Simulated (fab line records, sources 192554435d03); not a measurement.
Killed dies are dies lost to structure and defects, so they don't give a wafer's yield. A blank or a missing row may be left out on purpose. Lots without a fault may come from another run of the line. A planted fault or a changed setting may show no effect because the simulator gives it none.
Problem report in the 8D (eight disciplines) form, filled by code | flow n5_finfet | the parts of the form that need people (team, actions taken, sign-off) are left out

1. THE PROBLEM
run_length_s at N5_BEOL_M6_ETCH_41 reads a mean of 69.3 s on 2 wafers of 2 lots; wafers without a fault read 75.1 s with a standard deviation of 0.5. That is -11 standard deviations from the usual mean.
The step: etches SiCN in CH3F/O2, target depth 29.7 nm, time 52 s.
First seen on wafer L373.3, day 10 09:10, on rie_diel-04. The record holds 18 wafers of 6 lots with a number at this step. Rule for "out", or "out of limits": more than 4 standard deviations from the usual mean. The other wafers with a number count as sound.

2. WHAT IT IS AND WHAT IT IS NOT
question                    | is                | is not
which readings at this step | run_length_s      | drypump_motor_current_A, oes_product_au, rf_vpp_V, showerhead_plenum_p_Torr, throttle_valve_pct
which lots                  | L373, L376        | L374, L386, L387, L389
which wafers of those lots  | L373.3, L376.3    | L373.1, L373.5, L376.2, L376.6
read on which tools         | rie_diel-04       | rie_diel-03
when                        | from day 10 09:10 | up to then (5 sound wafers); but 11 sound wafers of L376, L386, L387, L389 came after

3. SUSPECTS, AND WHAT RULES EACH OUT
Counting: a tool at a process step up to the reading stays a suspect if it ran every lot that is out. Sound lots after the first of them don't rule it out here, since some wafers of a struck lot are sound.
- rie_diel-04 at N5_BEOL_M6_DESCUM_33 (chemistry O2, time 7 s): kept. It ran every lot that is out, first L373 (day 10 08:52).
- rie_diel-04 at N5_BEOL_M6_ETCH_72 (etches underlayer in N2/H2, target depth 6.5 nm, time 5.2 s): kept. It ran every lot that is out, first L373 (day 10 08:54).
- rie_diel-04 at N5_BEOL_M6_VIA_ETCH_34 (etches SiCOH lowk in C4F6/O2, target depth 126.3 nm, time 50.9 s): kept. It ran every lot that is out, first L373 (day 10 09:02).
- rie_diel-04 at N5_BEOL_M6_STRIP_36 (strips in N2/H2): kept. It ran every lot that is out, first L373 (day 10 09:06).
- rie_diel-04 at N5_BEOL_M6_TRENCH_ETCH_37 (etches SiCOH lowk in C4F6/O2, target depth 94.435 nm, time 31.5 s): kept. It ran every lot that is out, first L373 (day 10 09:10). N5_BEOL_M6_TRENCH_ETCH_37 gives no start for some lots, so the hours and the order of its lots are those of N5_BEOL_M6_ETCH_41.
- rie_diel-04 at N5_BEOL_M6_ETCH_41 (etches SiCN in CH3F/O2, target depth 29.7 nm, time 52 s): kept. It ran every lot that is out, first L373 (day 10 09:10). Its own readings are out on those wafers: run_length_s.
- Within rie_diel-04 at N5_BEOL_M6_DESCUM_33: the wafers that are out ran in chamber 1; their sound lot-mates ran in chambers 0, 2.
- Within rie_diel-04 at N5_BEOL_M6_ETCH_72: the wafers that are out ran in chamber 1; their sound lot-mates ran in chambers 0, 2.
- Within rie_diel-04 at N5_BEOL_M6_VIA_ETCH_34: the wafers that are out ran in chamber 1; their sound lot-mates ran in chambers 0, 2.
- Within rie_diel-04 at N5_BEOL_M6_STRIP_36: the wafers that are out ran in chamber 1; their sound lot-mates ran in chambers 0, 2.
- Within rie_diel-04 at N5_BEOL_M6_TRENCH_ETCH_37: the wafers that are out ran in chamber 1; their sound lot-mates ran in chambers 0, 2.
- Within rie_diel-04 at N5_BEOL_M6_ETCH_41: the wafers that are out ran in chamber 1; their sound lot-mates ran in chambers 0, 2.
Left after counting: rie_diel-04 at N5_BEOL_M6_DESCUM_33, rie_diel-04 at N5_BEOL_M6_ETCH_72, rie_diel-04 at N5_BEOL_M6_VIA_ETCH_34, rie_diel-04 at N5_BEOL_M6_STRIP_36, rie_diel-04 at N5_BEOL_M6_TRENCH_ETCH_37, rie_diel-04 at N5_BEOL_M6_ETCH_41.

4. THE CAUSE (what the simulator had put in)
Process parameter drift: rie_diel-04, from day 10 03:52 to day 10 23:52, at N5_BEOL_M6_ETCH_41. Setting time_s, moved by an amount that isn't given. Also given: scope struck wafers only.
Counting left 6 suspects, and this tool is among them.

5. THE CHAIN OF EFFECTS, in route order
Each row: a reading whose mean over the struck wafers that have a number lies more than 3 standard deviations from the usual. Only readings for which the record gives a usual standard deviation are gone through. hours: the time from each lot's start at the first step in this table that gives one to its start at this step, as a median over the lots. sigmas: the change in usual standard deviations.
hours | step               | reading      | usual  | on struck wafers | change | sigmas
0     | N5_BEOL_M6_ETCH_41 | run_length_s | 75.1 s | 69.3             | -5.8   | -11
The process steps in it:
- N5_BEOL_M6_ETCH_41: etches SiCN in CH3F/O2, target depth 29.7 nm, time 52 s.

6. WHAT WOULD HAVE CAUGHT IT SOONER
In this record the first reading out of limits was taken at day 10 09:10, 5 hours after the fault began at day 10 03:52.
